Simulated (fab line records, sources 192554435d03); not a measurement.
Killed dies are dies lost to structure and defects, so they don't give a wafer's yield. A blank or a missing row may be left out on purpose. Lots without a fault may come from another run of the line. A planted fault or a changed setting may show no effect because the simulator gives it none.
A struck lot beside a sound one | flow n5_finfet | 32 steps out of a route of 1938
Sound: wafers L590.2, L590.4. Struck: wafers L595.1, L595.2, L595.3. The cause comes at the end.
At each step with rows: each side's tool, then ch and its chambers, then its first start. Under that, the readings that differ: sound wafers | struck wafers | difference of the means | sigmas: that difference in standard deviations of wafers without a fault.
alike: readings whose means differ by less than 2 such deviations, and words and numbers that are the same on both sides. not compared: withheld readings, readings that some wafer has no value for, bounds like >300 that may hide the same value, and numbers for which the record gives no deviation and whose values overlap.
The two part at a step that has a row with sigmas, a row that says differs or no value, or rows on one side only. Numbers that don't overlap but have no deviation are shown without sigmas and don't part them. A reading that every wafer of one side lacks parts them only if that side has two wafers or more.

first, 8 steps without rows for these wafers: N5_BEOL_M12_HARDBAKE_32 (time 120 s); N5_BEOL_M12_DESCUM_33 (chemistry O2, time 7.9 s); N5_BEOL_M12_ETCH_67 (etches SiARC in CF4, target depth 143 nm, time 238.3 s); N5_BEOL_M12_ETCH_68 (etches SOC in N2/H2, time 285 s); N5_BEOL_M12_STRIP_69 (strips in N2/H2); N5_BEOL_M12_TRENCH_ETCH_34 (etches SiOC in C4F8/O2/Ar, target depth 318.95 nm, time 125.5 s); N5_BEOL_M12_STRIP_70 (strips in C4F8/O2/Ar); N5_BEOL_M12_STRIP_37 (strips in N2/H2).
N5_BEOL_M12_ETCH_38: etches SiCN in CF4/N2, target depth 68.7 nm, time 73.4 s.
  sound on rie_diel-04 ch 0,3, day 13 22:02; struck on rie_diel-04 ch 0,1,3, day 15 23:07
  alike: drypump_motor_current_A, oes_product_au, rf_vpp_V, showerhead_plenum_p_Torr, throttle_valve_pct
  not compared: rf_hours_counter_h
then, 22 steps without rows for these wafers: N5_BEOL_M12_PRECLEAN_39 (cleans in residue remover, time 60 s); N5_BEOL_M12_SRD_40 (time 30 s, dry time 30 s); N5_BEOL_M12_DEGAS_41 (time 60 s); N5_BEOL_M12_PRE_CLEAN_42 (time 30 s); N5_BEOL_M12_SPUTTER_43 (material TaN, target thk 15 nm, time 24.19 s); N5_BEOL_M12_SPUTTER_44 (material Ta, target thk 10 nm, time 16.13 s); N5_BEOL_M12_SPUTTER_45 (material Cu, target thk 80 nm, time 13.33 s); N5_BEOL_M12_ECD_47 (material Cu, target thk 720 nm); N5_BEOL_M12_ANNEAL_48 (time 90 s); N5_BEOL_M12_CMP_49 (polishes, stops on SiOC, t overpolish 20.6 s, target thk 320 nm); N5_BEOL_M12_PRE_CLEAN_52 (time 15 s); N5_BEOL_M12_DEP_53 (deposits SiCN from 3MS/NH3, target thk 30 nm, time 10.5 s); N5_BEOL_M13_ILD_DEP_00 (deposits SiOC from DEMS/O2, target thk 837.92 nm, time 166.4 s); N5_BEOL_M13_COAT_58 (time 60 s, resist thk 89 nm); N5_BEOL_M13_COAT_04 (resist thk 400 nm); N5_BEOL_M13_EBR_06; N5_BEOL_M13_SOFTBAKE_05 (time 60 s); N5_BEOL_M13_EXPOSE_07 (exposes mask V12); N5_BEOL_M13_PEB_08 (peb time 90 s); N5_BEOL_M13_DEVELOP_09 (develop time 45 s); N5_BEOL_M13_HARDBAKE_14 (time 120 s); N5_BEOL_M13_DESCUM_15 (chemistry O2, time 7.9 s).
N5_PASSIVATION_PROBE_49:
  the record has rows for the struck wafers here (prober-01, day 17 18:44) and none for the sound ones

WHERE THEY PART
Only at N5_PASSIVATION_PROBE_49, within this record.

WHY: what the simulator had put in
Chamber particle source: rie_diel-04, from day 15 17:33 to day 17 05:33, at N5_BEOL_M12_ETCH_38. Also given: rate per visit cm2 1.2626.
